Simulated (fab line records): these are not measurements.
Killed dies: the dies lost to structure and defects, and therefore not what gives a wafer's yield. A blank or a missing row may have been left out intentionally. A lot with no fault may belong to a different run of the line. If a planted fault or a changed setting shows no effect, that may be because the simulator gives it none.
fab line records ; flow nand_harc ; part 1 of 2: steps 1 to 25 of 38
record lots=5; wafers=15; last_day=30
route steps=1302 shown A_DECK1_JOINT@526 A_ONON_D2@545
lots untouched by any fault: they come from a run of this same line in which no faults occurred
start_h: start of the lot's first displayed wafer, in hours after the record's first day ; wait_h: hours since the lot's step before ; " repeats the value in the row above ; L1.1+2: a single row standing in for several wafers ; - no value present, or no start provided ; * or withheld: withheld ; < > ~ a bound
route shown NAME@n: a module of which the file shows steps, and the number in the route of the first ; usual: mean/standard deviation of fault-free wafers ; same: alike in all rows ; chamber/n: place in a boat ; sites: readings site by site ; _std_site: their standard deviation ; _edge_site: outer sites' mean less inner sites' ; radius_mm: how far each site lies from the wafer's centre ; mask NAME#n: copy n ; behind: the tool/chamber that last shaped the wafer ; hold: reason for holding the lot/hours on hold/outcome of the hold ; device: names the non-switching transistor (n, p or np) ; end of line: the tests these same wafers got at the end of their route ; where a step has no rows: the recipe by itself ; killed: dies that structure and defects cost at the first sort, which is not the same as the wafer's yield ; map: the dies of a wafer, with x for killed, . for not killed, _ for no die there
set.NAME: the run value of the setting; set.NAME@STEP: its run value at that earlier step ; model.NAME: the simulator's own value behind a step, which no gauge read
certain route steps with their lots: each step a table, each wafer a row
services: the hour from which a tool's chamber was out of use, counted from the record's first day as start_h (under 0 if before that day), plus the number of hours and why
## steps
# step NHARC_A_DECK1_JOINT_CVD_12
# recipe target_thk_a=900; temp_c=620; pressure_mtorr=200; time_s=1800; material=poly-Si
# usual spike_tc_upper_C=619.7/1.9; zone_power_centre_pct=10.4/1.1; zone_power_top_pct=20.4/2.6
lot.wafer;tool;chamber;start_h;wait_h;spike_tc_upper_C;zone_power_centre_pct;zone_power_top_pct
L074.1;lpcvd_poly-03;0;262.44;0.8;621.8;10.0;17.5
L074.2;lpcvd_poly-03;0;262.44;0.8;620.5;9.6;17.0
L074.6;lpcvd_poly-03;0;262.44;0.8;619.8;9.8;16.7
L079.3;lpcvd_poly-04;0;290.96;2.6;617.1;11.4;22.8
L079.4;lpcvd_poly-04;0;290.96;2.6;617.4;11.3;22.8
L079.5;lpcvd_poly-04;0;290.96;2.6;617.5;11.2;23.1
L081.2;lpcvd_poly-04;0;313.14;3.1;617.3;11.4;23.6
L081.4;lpcvd_poly-04;0;313.14;3.1;620.2;11.2;23.2
L081.6;lpcvd_poly-04;0;313.14;3.1;618.7;11.3;23.1
L084.2;lpcvd_poly-02;0;347.16;2.6;621.8;8.8;19.2
L084.5;lpcvd_poly-02;0;347.16;2.6;622.0;8.7;19.1
L084.6;lpcvd_poly-02;0;347.16;2.6;623.4;8.8;18.9
L090.1;lpcvd_poly-02;0;409.56;2.6;623.0;8.7;18.9
L090.2;lpcvd_poly-02;0;409.56;2.6;622.7;8.7;18.9
L090.6;lpcvd_poly-02;0;409.56;2.6;621.5;8.7;19.0
# step NHARC_A_DECK1_JOINT_CMP_13
# recipe target_thk_nm=51.023
# usual motor_current_A=11.5/0.86; slurry_flow_ml_min=150.0/0.5; time_to_endpoint_s=9.3/2.7
lot.wafer;tool;chamber;start_h;wait_h;motor_current_A;slurry_flow_ml_min;time_to_endpoint_s
L074.2;cmp-04;2;265.38;0.4;10.8;149.3;5.5
L074.1;cmp-04;3;265.38;0.4;10.9;149.8;9.9
L074.6;cmp-04;0;265.38;0.4;13.4;149.5;5.3
L079.4;cmp-02;0;293.80;0.4;10.4;149.5;5.9
L079.3;cmp-02;1;293.80;0.4;10.6;150.0;10.8
L079.5;cmp-02;3;293.80;0.4;11.8;149.3;8.0
L081.4;cmp-02;1;315.98;0.4;11.1;150.7;11.9
L081.2;cmp-02;3;315.98;0.4;11.4;149.9;7.8
L081.6;cmp-02;2;315.98;0.4;12.0;149.5;12.2
L084.2;cmp-02;3;350.06;0.4;11.7;150.8;5.5
L084.5;cmp-02;0;350.06;0.4;10.6;150.3;6.8
L084.6;cmp-02;1;350.06;0.4;10.9;150.2;10.6
L090.1;cmp-02;2;412.44;0.4;13.1;149.9;9.7
L090.2;cmp-02;3;412.44;0.4;11.5;150.7;4.7
L090.6;cmp-02;0;412.44;0.4;10.2;150.1;6.4
# step NHARC_A_DECK1_JOINT_THK_MEAS_14
# recipe thk_meas_gauge=ellipsometry
# usual thk_nm=51.1/1.7
lot.wafer;tool;chamber;start_h;wait_h;thk_nm
L074.1;film_metro-01;-;265.58;0.2;52.7
L074.2;film_metro-01;-;265.58;0.2;47.0
L074.6;film_metro-01;-;265.58;0.2;50.0
L079.3;film_metro-01;-;294.03;0.2;52.8
L079.4;film_metro-01;-;294.03;0.2;49.7
L079.5;film_metro-01;-;294.03;0.2;50.9
L081.2;film_metro-01;-;316.24;0.2;51.8
L081.4;film_metro-01;-;316.24;0.2;53.0
L081.6;film_metro-01;-;316.24;0.2;54.3
L084.2;film_metro-02;-;350.24;0.2;50.3
L084.5;film_metro-02;-;350.24;0.2;52.1
L084.6;film_metro-02;-;350.24;0.2;52.8
L090.1;film_metro-02;-;412.65;0.2;49.2
L090.2;film_metro-02;-;412.65;0.2;49.5
L090.6;film_metro-02;-;412.65;0.2;51.2
# step NHARC_A_DECK1_JOINT_SRD_04
lot.wafer;tool;chamber;start_h;wait_h
L074.6+1+2;wet_bench-07;3,4,5;265.64;0.0
L079.5+4+3;wet_bench-01;5,7,0;294.07;0.0
L081.4+2+6;wet_bench-01;5,6,7;316.28;0.0
L084.6+5+2;wet_bench-01;4,5,6;350.29;0.1
L090.2+1+6;wet_bench-01;7,0,2;412.70;0.0
# step NHARC_A_DECK1_JOINT_ETCHBACK_00
# recipe target_depth_a=300; time_s=17.4; hbr_flow_sccm=150; rf_w=350; icp_w=350; bias_w=60; chemistry=HBr
# usual drypump_motor_current_A=5.8/0.55; hbr_flow_sccm=150.0/0.46; oes_product_au=0.998/0.012; rf_fwd_power_W=342.7/1.9; throttle_valve_pct=23.266/0.009
lot.wafer;tool;chamber;start_h;wait_h;drypump_motor_current_A;hbr_flow_sccm;oes_product_au;rf_fwd_power_W;rf_hours_counter_h;throttle_valve_pct
L074.2;rie_si-05;0;265.72;0.1;6.4;149.7;1.009;341.4;0.80;23.257
L074.1;rie_si-05;2;265.72;0.1;6.3;150.2;1.013;339.7;0.72;23.261
L074.6;rie_si-05;3;265.72;0.1;6.1;150.6;1.006;344.9;-;23.257
L079.3;rie_si-06;2;294.16;0.1;6.2;150.4;0.978;341.1;0.25;23.259
L079.4;rie_si-06;1;294.16;0.1;4.8;149.7;0.994;343.5;0.31;23.258
L079.5;rie_si-06;3;294.16;0.1;5.5;149.7;0.990;343.9;-;23.263
L081.2;rie_si-06;1;316.36;0.1;4.7;149.3;1.014;341.5;0.47;23.260
L081.4;rie_si-06;0;316.36;0.1;5.3;150.3;1.002;342.0;0.38;23.269
L081.6;rie_si-06;2;316.36;0.1;6.2;150.7;0.991;341.5;-;23.262
L084.2;rie_si-06;1;350.43;0.1;4.8;150.1;1.013;340.7;0.69;23.268
L084.6;rie_si-06;2;350.43;0.1;6.1;150.1;0.986;342.6;-;23.272
L084.5;rie_si-06;3;350.43;0.1;5.5;149.4;0.975;344.6;-;23.261
L090.1;rie_si-01;3;412.77;0.1;5.2;150.7;1.011;343.0;0.30;23.279
L090.2;rie_si-01;2;412.77;0.1;5.7;149.5;0.999;341.9;0.23;23.249
L090.6;rie_si-01;3;412.77;0.1;5.2;151.0;1.013;341.2;-;23.251
# step NHARC_A_DECK1_JOINT_PRECLEAN_30
# recipe time_s=*; temp_c=50; bath_age_min=0; chemistry=SC1
# usual bath_guard_temp_C=49.9/0.6; diw_flow_mL_min=1415/4.4; temp_c=49.99/0.11
lot.wafer;tool;chamber;start_h;wait_h;bath_guard_temp_C;diw_flow_mL_min;temp_c
L074.6;wet_bench-02;6;265.87;0.1;50.5;1411;49.84
L074.2;wet_bench-02;7;265.87;0.1;50.6;1416;50.12
L074.1;wet_bench-02;0;265.87;0.1;49.4;1421;50.14
L079.3;wet_bench-02;2;294.30;0.1;49.1;1409;49.89
L079.5;wet_bench-02;3;294.30;0.1;50.8;1419;49.88
L079.4;wet_bench-02;6;294.30;0.1;50.5;1416;49.98
L081.4;wet_bench-02;7;316.51;0.1;50.6;1412;50.05
L081.2;wet_bench-02;1;316.51;0.1;50.6;1408;50.13
L081.6;wet_bench-02;2;316.51;0.1;49.1;1418;49.96
L084.5;wet_bench-07;6;350.55;0.1;49.4;1417;49.99
L084.2;wet_bench-07;7;350.55;0.1;49.5;1415;50.20
L084.6;wet_bench-07;0;350.55;0.1;49.4;1405;50.07
L090.1;wet_bench-02;6;412.92;0.1;50.5;1415;49.91
L090.6;wet_bench-02;1;412.92;0.1;50.8;1417;50.05
L090.2;wet_bench-02;3;412.92;0.1;50.8;1415;50.20
# step NHARC_A_DECK1_JOINT_SRD_31
lot.wafer;tool;chamber;start_h;wait_h
L074.6+2+1;wet_bench-02;6,7,0;-;-
L079.3+5+4;wet_bench-02;2,3,6;-;-
L081.4+2+6;wet_bench-02;7,1,2;-;-
L084.5+2+6;wet_bench-07;6,7,0;-;-
L090.1+6+2;wet_bench-02;6,1,3;-;-
# step NHARC_A_DECK1_JOINT_CVD_34
# recipe target_thk_a=200; temp_c=700; pressure_mtorr=300; material=SiNx
# usual spike_tc_upper_C=698.8/1.3; zone_power_centre_pct=12.1/1.2; zone_power_top_pct=22.4/0.89
lot.wafer;tool;chamber;start_h;wait_h;spike_tc_upper_C;zone_power_centre_pct;zone_power_top_pct
L074.1;lpcvd-01;1;269.10;-;700.6;11.9;21.6
L074.2;lpcvd-01;1;269.10;-;701.4;12.1;21.6
L074.6;lpcvd-01;1;269.10;-;699.1;12.1;22.0
L079.3;lpcvd-01;0;297.54;-;698.3;11.6;21.7
L079.4;lpcvd-01;0;297.54;-;697.5;11.3;21.9
L079.5;lpcvd-01;0;297.54;-;698.2;11.5;21.5
L081.2;lpcvd-01;0;319.75;-;697.9;11.6;21.7
L081.4;lpcvd-01;0;319.75;-;696.9;11.6;21.9
L081.6;lpcvd-01;0;319.75;-;698.9;11.6;21.6
L084.2;lpcvd-01;0;353.78;-;697.4;11.6;21.8
L084.5;lpcvd-01;0;353.78;-;696.8;11.4;21.9
L084.6;lpcvd-01;0;353.78;-;697.7;11.6;22.1
L090.1;lpcvd-02;1;416.16;-;698.2;15.0;23.7
L090.2;lpcvd-02;1;416.16;-;698.0;15.4;23.3
L090.6;lpcvd-02;1;416.16;-;697.6;15.3;23.4
# step NHARC_A_DECK1_JOINT_DEP_06
# recipe target_thk_a=800; temp_c=65; material=SiOx
lot.wafer;tool;chamber;start_h;wait_h
L074.2+1+6;fcvd-01;1,0,1;272.29;0.4
L079.3+4+5;fcvd-01;0,1,0;300.81;0.4
L081.2+4+6;fcvd-02;1;322.91;0.4
L084.2+5+6;fcvd-01;0,0,1;356.99;0.4
L090.2+1+6;fcvd-02;1,0,1;419.35;0.4
# step NHARC_A_DECK1_JOINT_CURE_26
# recipe temp_c=150; time_s=32; pressure_atm=0.395
lot.wafer;tool;chamber;start_h;wait_h
L074.2+1+6;fcvd-01;1,0,1;272.47;0.1
L079.3+4+5;fcvd-01;0,1,0;300.96;0.1
L081.2+4+6;fcvd-02;1;323.09;0.1
L084.2+5+6;fcvd-01;0,0,1;357.17;0.1
L090.2+1+6;fcvd-02;1,0,1;419.53;0.1
# step NHARC_A_DECK1_JOINT_ANNEAL_27
# recipe temp_c=400; time_s=3600; idle_temp_c=300; ramp_up_c_per_min=10; densification_p_h2o_torr=640
# usual ramp_up_c_per_min=10.0000/0.0017; spike_tc_upper_C=400.0/1; zone_power_centre_pct=4.8/0.39; zone_power_top_pct=10.0/0.31
lot.wafer;tool;chamber;start_h;wait_h;ramp_up_c_per_min;spike_tc_upper_C;zone_power_centre_pct;zone_power_top_pct
L074.1;furnace-07;0;275.20;2.7;10.002;400.1;4.9;9.6
L074.2;furnace-07;0;275.20;2.7;10.001;399.0;4.9;9.8
L074.6;furnace-07;0;275.20;2.7;10.001;398.4;4.9;9.7
L079.3;furnace-07;0;301.24;0.3;9.9984;401.1;4.9;10.0
L079.4;furnace-07;0;301.24;0.3;9.9995;400.1;5.0;9.7
L079.5;furnace-07;0;301.24;0.3;10.002;400.9;4.9;9.9
L081.2;furnace-01;0;326.37;3.3;10.000;399.9;4.3;10.6
L081.4;furnace-01;0;326.37;3.3;10.001;397.0;4.3;10.4
L081.6;furnace-01;0;326.37;3.3;9.9998;399.6;4.4;10.5
L084.2;furnace-01;0;360.45;3.3;9.9980;399.2;4.4;10.5
L084.5;furnace-01;0;360.45;3.3;9.9996;398.7;4.3;10.5
L084.6;furnace-01;0;360.45;3.3;10.000;400.2;4.3;10.6
L090.1;furnace-07;0;424.18;4.6;10.001;398.8;5.0;9.7
L090.2;furnace-07;0;424.18;4.6;10.001;400.2;4.9;9.9
L090.6;furnace-07;0;424.18;4.6;9.9969;401.0;4.9;9.9
# step NHARC_A_DECK1_JOINT_ANNEAL_28
# recipe temp_c=500; time_s=1800; idle_temp_c=400; ramp_up_c_per_min=10; densification_p_h2o_torr=640
# usual ramp_up_c_per_min=10.0000/0.0017; spike_tc_upper_C=500.0/1; zone_power_centre_pct=6.7/0.53; zone_power_top_pct=13.4/0.41
lot.wafer;tool;chamber;start_h;wait_h;ramp_up_c_per_min;spike_tc_upper_C;zone_power_centre_pct;zone_power_top_pct
L074.1;furnace-07;0;279.55;2.6;10.000;500.6;6.8;13.1
L074.2;furnace-07;0;279.55;2.6;9.9996;501.2;6.9;13.2
L074.6;furnace-07;0;279.55;2.6;9.9997;499.8;6.8;13.3
L079.3;furnace-07;0;306.65;3.7;10.000;500.5;6.8;12.9
L079.4;furnace-07;0;306.65;3.7;10.003;499.9;6.9;13.1
L079.5;furnace-07;0;306.65;3.7;9.9993;499.8;6.8;13.3
L081.2;furnace-01;0;331.82;3.7;10.002;499.5;6.0;13.9
L081.4;furnace-01;0;331.82;3.7;9.9977;497.7;5.9;14.1
L081.6;furnace-01;0;331.82;3.7;10.001;498.3;5.9;14.2
L084.2;furnace-01;0;367.64;5.4;10.002;497.7;6.0;14.0
L084.5;furnace-01;0;367.64;5.4;10.000;499.3;6.0;14.0
L084.6;furnace-01;0;367.64;5.4;9.9972;500.7;5.9;13.6
L090.1;furnace-07;0;432.11;6.2;9.9996;500.2;6.8;13.1
L090.2;furnace-07;0;432.11;6.2;10.001;499.1;6.7;13.2
L090.6;furnace-07;0;432.11;6.2;9.9993;499.8;6.9;13.0
# step NHARC_A_DECK1_JOINT_ANNEAL_29
# recipe temp_c=750; time_s=1800; idle_temp_c=500; ramp_up_c_per_min=10; ramp_down_c_per_min=3
# usual ramp_up_c_per_min=9.9998/0.0017; spike_tc_upper_C=750.3/1.1; zone_power_centre_pct=13.4/1.1; zone_power_top_pct=23.6/0.7
lot.wafer;tool;chamber;start_h;wait_h;ramp_up_c_per_min;spike_tc_upper_C;zone_power_centre_pct;zone_power_top_pct
L074.1;furnace-07;0;282.80;2.6;9.9992;748.7;13.6;22.7
L074.2;furnace-07;0;282.80;2.6;10.001;751.1;13.5;23.1
L074.6;furnace-07;0;282.80;2.6;10.0000;751.7;13.7;22.9
L079.3;furnace-07;0;311.00;3.7;9.9983;750.3;13.6;22.3
L079.4;furnace-07;0;311.00;3.7;9.9990;750.9;13.8;22.9
L079.5;furnace-07;0;311.00;3.7;10.000;752.0;13.7;22.9
L081.2;furnace-01;0;336.79;4.3;9.9998;751.0;11.9;24.5
L081.4;furnace-01;0;336.79;4.3;10.002;748.2;11.8;24.5
L081.6;furnace-01;0;336.79;4.3;10.001;748.1;12.0;24.3
L084.2;furnace-01;0;373.83;5.5;10.001;750.8;11.9;24.3
L084.5;furnace-01;0;373.83;5.5;9.9988;749.4;11.9;24.8
L084.6;furnace-01;0;373.83;5.5;9.9975;750.7;11.9;25.0
L090.1;furnace-07;0;435.35;2.6;10.001;750.4;13.4;23.2
L090.2;furnace-07;0;435.35;2.6;10.000;751.8;13.6;23.1
L090.6;furnace-07;0;435.35;2.6;10.001;752.3;13.4;23.3
# step NHARC_A_DECK1_JOINT_CMP_02
# recipe material=SiOx
# usual motor_current_A=11.4/0.85; slurry_flow_ml_min=149.9/0.49
lot.wafer;tool;chamber;start_h;wait_h;motor_current_A;slurry_flow_ml_min
L074.2;cmp-02;0;285.46;0.4;11.1;149.7
L074.1;cmp-02;1;285.46;0.4;11.1;150.0
L074.6;cmp-02;0;285.46;0.4;10.8;150.2
L079.4;cmp-01;3;313.73;0.4;10.5;149.9
L079.3;cmp-01;0;313.73;0.4;12.7;150.1
L079.5;cmp-01;2;313.73;0.4;12.7;149.2
L081.2;cmp-04;0;339.43;0.4;13.0;150.5
L081.4;cmp-04;3;339.43;0.4;11.0;149.7
L081.6;cmp-04;1;339.43;0.4;11.0;150.4
L084.2;cmp-02;2;376.56;0.4;12.7;149.6
L084.6;cmp-02;3;376.56;0.4;11.3;149.5
L084.5;cmp-02;0;376.56;0.4;11.2;149.4
L090.1;cmp-04;2;438.04;0.4;11.2;149.0
L090.2;cmp-04;0;438.04;0.4;12.1;151.0
L090.6;cmp-04;1;438.04;0.4;11.6;149.5
# step NHARC_A_DECK1_JOINT_SRD_15
lot.wafer;tool;chamber;start_h;wait_h
L074.2+6+1;wet_bench-01;5,7,0;285.74;0.0
L079.3+4+5;wet_bench-01;0,2,3;314.00;0.0
L081.6+4+2;wet_bench-02;4,5,0;339.73;0.0
L084.2+6+5;wet_bench-02;0,1,3;376.78;0.0
L090.6+2+1;wet_bench-01;7,1,3;438.31;0.0
# step NHARC_A_DECK1_JOINT_DEP_16
# recipe target_thk_a=450; temp_c=400; pressure_torr=6.5; rf_w=900; teos_flow_sccm=161.4; flow_sccm=2650; target_thk_nm=45; gas=O2; material=SiO2
# usual heater_power_w=586/57; mfc_precursor_sccm=161.4/0.51; rf_fwd_power_W=895.8/2.7; throttle_valve_pct=15.9/0.46
lot.wafer;tool;chamber;start_h;wait_h;heater_power_w;mfc_precursor_sccm;rf_fwd_power_W;throttle_valve_pct
L074.1;pecvd-03;1;285.82;0.1;663;161.5;900.0;16.5
L074.2;pecvd-03;0;285.82;0.1;670;162.4;895.7;16.7
L074.6;pecvd-03;1;285.82;0.1;671;161.2;894.8;16.7
L079.3;pecvd-03;1;314.15;0.1;647;161.4;895.8;16.5
L079.5;pecvd-03;0;314.15;0.1;538;161.0;893.1;16.7
L079.4;pecvd-03;1;314.15;0.1;659;161.4;894.3;16.6
L081.2;pecvd-04;1;339.88;0.1;558;161.8;892.3;15.6
L081.4;pecvd-04;2;339.88;0.1;459;160.8;895.4;15.9
L081.6;pecvd-04;0;339.88;0.1;641;160.7;895.7;15.3
L084.2;pecvd-04;1;376.87;0.1;542;161.5;895.6;15.6
L084.5;pecvd-04;1;376.87;0.1;544;161.6;893.6;15.4
L084.6;pecvd-04;0;376.87;0.1;535;161.2;899.7;15.4
L090.2;pecvd-04;1;438.40;0.1;593;161.9;893.6;15.7
L090.1;pecvd-04;0;438.40;0.1;600;161.3;898.2;15.4
L090.6;pecvd-04;1;438.40;0.1;619;161.5;892.7;15.8
# step NHARC_A_DECK1_JOINT_THK_MEAS_17
# recipe thk_meas_gauge=ellipsometry
# usual thk_nm=45.0/1.2
lot.wafer;tool;chamber;start_h;wait_h;thk_nm
L074.1;film_metro-01;-;286.10;0.2;45.3
L074.2;film_metro-01;-;286.10;0.2;45.5
L074.6;film_metro-01;-;286.10;0.2;44.3
L079.3;film_metro-01;-;314.37;0.2;44.4
L079.4;film_metro-01;-;314.37;0.2;45.0
L079.5;film_metro-01;-;314.37;0.2;44.3
L081.2;film_metro-01;-;340.10;0.2;44.4
L081.4;film_metro-01;-;340.10;0.2;45.0
L081.6;film_metro-01;-;340.10;0.2;45.8
L084.2;film_metro-01;-;377.23;0.3;42.7
L084.5;film_metro-01;-;377.23;0.3;46.6
L084.6;film_metro-01;-;377.23;0.3;45.3
L090.1;film_metro-02;-;438.68;0.2;44.4
L090.2;film_metro-02;-;438.68;0.2;45.0
L090.6;film_metro-02;-;438.68;0.2;46.2
# step NHARC_A_DECK1_JOINT_INSPECT_05
# usual raw_defect_count=307/120
lot.wafer;tool;chamber;start_h;wait_h;raw_defect_count
L074.1;defect_inspect-01;-;286.14;0.0;314
L074.2;defect_inspect-01;-;286.14;0.0;243
L074.6;defect_inspect-01;-;286.14;0.0;271
L079.3;defect_inspect-02;-;314.41;0.0;169
L079.4;defect_inspect-02;-;314.41;0.0;268
L079.5;defect_inspect-02;-;314.41;0.0;205
L081.2;defect_inspect-01;-;340.14;0.0;255
L081.4;defect_inspect-01;-;340.14;0.0;227
L081.6;defect_inspect-01;-;340.14;0.0;174
L084.2;defect_inspect-02;-;377.27;0.0;242
L084.5;defect_inspect-02;-;377.27;0.0;261
L084.6;defect_inspect-02;-;377.27;0.0;259
L090.1;defect_inspect-01;-;438.72;0.0;306
L090.2;defect_inspect-01;-;438.72;0.0;278
L090.6;defect_inspect-01;-;438.72;0.0;504
# step NHARC_A_ONON_D2_DEP_00
# recipe target_thk_a=10000; n2_flow_sccm=2750; n2o_flow_sccm=2000; nh3_flow_sccm=500; sih4_flow_sccm=210; temp_c=400
lot.wafer;tool;chamber;start_h;wait_h
L074.1+2+6;pecvd_onon-01;0;286.20;0.1
L079.3+4+5;pecvd_onon-01;0;314.59;0.2
L081.2+4+6;pecvd_onon-01;0;340.26;0.1
L084.2+5+6;pecvd_onon-01;0;377.39;0.1
L090.1+2+6;pecvd_onon-01;0;438.79;0.1
# step NHARC_A_ONON_D2_THK_MEAS_02
# recipe thk_meas_gauge=ellipsometry
# usual thk_nm=999/8.9
lot.wafer;tool;chamber;start_h;wait_h;thk_nm
L074.1;film_metro-01;-;286.72;-;1003
L074.2;film_metro-01;-;286.72;-;1002
L074.6;film_metro-01;-;286.72;-;1002
L079.3;film_metro-01;-;314.99;-;1004
L079.4;film_metro-01;-;314.99;-;1005
L079.5;film_metro-01;-;314.99;-;1003
L081.2;film_metro-01;-;340.72;-;985
L081.4;film_metro-01;-;340.72;-;984
L081.6;film_metro-01;-;340.72;-;985
L084.2;film_metro-01;-;377.84;-;982
L084.5;film_metro-01;-;377.84;-;983
L084.6;film_metro-01;-;377.84;-;983
L090.1;film_metro-02;-;439.30;-;1012
L090.2;film_metro-02;-;439.30;-;1012
L090.6;film_metro-02;-;439.30;-;1012
# step NHARC_A_ONON_D2_DEP_03
# recipe target_thk_a=10000; n2_flow_sccm=2750; n2o_flow_sccm=2000; nh3_flow_sccm=500; sih4_flow_sccm=210; temp_c=400
lot.wafer;tool;chamber;start_h;wait_h
L074.1+2+6;pecvd_onon-01;0;286.77;0.1
L079.3+4+5;pecvd_onon-03;0;315.16;0.2
L081.2+4+6;pecvd_onon-03;0;340.83;0.1
L084.2+5+6;pecvd_onon-01;0;377.96;0.1
L090.1+2+6;pecvd_onon-04;0;439.35;0.1
# step NHARC_A_ONON_D2_THK_MEAS_05
# recipe thk_meas_gauge=ellipsometry
# usual thk_nm=1000/7.8
lot.wafer;tool;chamber;start_h;wait_h;thk_nm
L074.1;film_metro-01;-;287.28;-;995
L074.2;film_metro-01;-;287.28;-;996
L074.6;film_metro-01;-;287.28;-;997
L079.3;film_metro-02;-;315.55;-;991
L079.4;film_metro-02;-;315.55;-;988
L079.5;film_metro-02;-;315.55;-;991
L081.2;film_metro-01;-;341.29;-;995
L081.4;film_metro-01;-;341.29;-;994
L081.6;film_metro-01;-;341.29;-;993
L084.2;film_metro-01;-;378.41;-;1004
L084.5;film_metro-01;-;378.41;-;1004
L084.6;film_metro-01;-;378.41;-;1004
L090.1;film_metro-01;-;439.89;-;1002
L090.2;film_metro-01;-;439.89;-;1003
L090.6;film_metro-01;-;439.89;-;1002
# step NHARC_A_ONON_D2_DEP_06
# recipe target_thk_a=10000; n2_flow_sccm=2750; n2o_flow_sccm=2000; nh3_flow_sccm=500; sih4_flow_sccm=210; temp_c=400
lot.wafer;tool;chamber;start_h;wait_h
L074.1+2+6;pecvd_onon-01;0;287.33;0.1
L079.3+4+5;pecvd_onon-01;0;315.72;0.2
L081.2+4+6;pecvd_onon-04;0;341.40;0.1
L084.2+5+6;pecvd_onon-01;0;378.52;0.1
L090.1+2+6;pecvd_onon-01;0;439.94;0.1
# step NHARC_A_ONON_D2_THK_MEAS_08
# recipe thk_meas_gauge=ellipsometry
# usual thk_nm=1000/12
lot.wafer;tool;chamber;start_h;wait_h;thk_nm
L074.1;film_metro-01;-;287.85;-;1008
L074.2;film_metro-01;-;287.85;-;1007
L074.6;film_metro-01;-;287.85;-;1009
L079.3;film_metro-02;-;316.12;-;1004
L079.4;film_metro-02;-;316.12;-;1004
L079.5;film_metro-02;-;316.12;-;1004
L081.2;film_metro-01;-;341.85;-;994
L081.4;film_metro-01;-;341.85;-;993
L081.6;film_metro-01;-;341.85;-;993
L084.2;film_metro-01;-;378.97;-;988
L084.5;film_metro-01;-;378.97;-;987
L084.6;film_metro-01;-;378.97;-;987
L090.1;film_metro-02;-;440.46;-;983
L090.2;film_metro-02;-;440.46;-;984
L090.6;film_metro-02;-;440.46;-;984
# step NHARC_A_ONON_D2_DEP_09
# recipe target_thk_a=10000; n2_flow_sccm=2750; n2o_flow_sccm=2000; nh3_flow_sccm=500; sih4_flow_sccm=210; temp_c=400
lot.wafer;tool;chamber;start_h;wait_h
L074.1+2+6;pecvd_onon-04;0;287.90;0.1
L079.3+4+5;pecvd_onon-03;0;316.29;0.2
L081.2+4+6;pecvd_onon-04;0;341.96;0.1
L084.2+5+6;pecvd_onon-01;0;379.08;0.1
L090.1+2+6;pecvd_onon-04;0;440.52;0.1
